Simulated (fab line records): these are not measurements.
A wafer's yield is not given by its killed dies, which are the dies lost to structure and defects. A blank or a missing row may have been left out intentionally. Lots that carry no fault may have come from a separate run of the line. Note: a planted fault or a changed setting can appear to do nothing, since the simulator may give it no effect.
Chamber matching ; flow nandHarc ; rieDiel-08 running NHARC_THIN_TSV_ETCHBACK_48: 4 sister chambers
The step etches the open film in C4F8/Ar, target depth 1028.5 nm, time 405.17 s. 16 wafers are shown with their chamber, then 8 later ones without.

## WAFERS PAIRED WITH THEIR CHAMBERS
wafer;chamber;rfVppV (V);oesProductAu (a.u.)
L265.1;0;548.7;1.00
L265.2;2;548.3;1.00
L265.4;1;547.0;1.01
L264.3;0;549.9;0.97
L264.4;2;548.4;0.99
L264.6;3;548.7;0.99
L266.1;0;549.4;1.01
L266.4;0;549.7;1.01
L266.6;1;545.1;1.01
L268.2;3;546.8;0.93
L268.3;0;550.2;0.93
L268.4;2;548.4;0.93
L276.2;0;549.7;0.93
L276.4;1;547.0;0.92
L276.6;2;547.5;0.92
L282.1;0;549.4;0.99

SIGNATURES, as means of the wafers listed above
reading;chamber 0;chamber 1;chamber 2;chamber 3;scatter within a chamber
rfVppV;549.571;546.367;548.150;547.750;0.715
oesProductAu;0.9771;0.9800;0.9600;0.9600;0.0404
Rule: a wafer's distance from a chamber is the root of the sum, over the readings, of the square of ((its reading less the chamber's mean) divided by the reading's scatter). If the next closest chamber is less than 2 further off than the closest, the wafer can't be placed; otherwise it belongs to the closest. The scatter: take each reading less its chamber's mean, square it, sum over the shown wafers, divide by the number of wafers less the number of chambers, and take the root.

## WAFERS WITH NO CHAMBER GIVEN
wafer;rfVppV (V);oesProductAu (a.u.)
L282.3;548.5;0.99
L282.6;546.2;0.99
L285.1;548.4;0.92
L285.3;548.9;0.92
L285.5;549.7;0.93
L287.1;548.9;0.94
L287.4;548.2;0.96
L287.5;547.5;0.94

## THE CHAMBER EACH PASSED THROUGH
wafer;from the rows above;in truth
L282.3;can't be placed: 2 or 3 or 0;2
L282.6;can't be placed: 1 or 3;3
L285.1;can't be placed: 2 or 3 or 0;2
L285.3;can't be placed: 2 or 0 or 3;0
L285.5;can't be placed: 0 or 2 or 3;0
L287.1;can't be placed: 2 or 0 or 3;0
L287.4;can't be placed: 2 or 3 or 0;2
L287.5;can't be placed: 3 or 2 or 1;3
0 of 8 placed correctly. These rows do not allow placing 8 (true chamber among the candidates in 8). 0 placed wrongly.
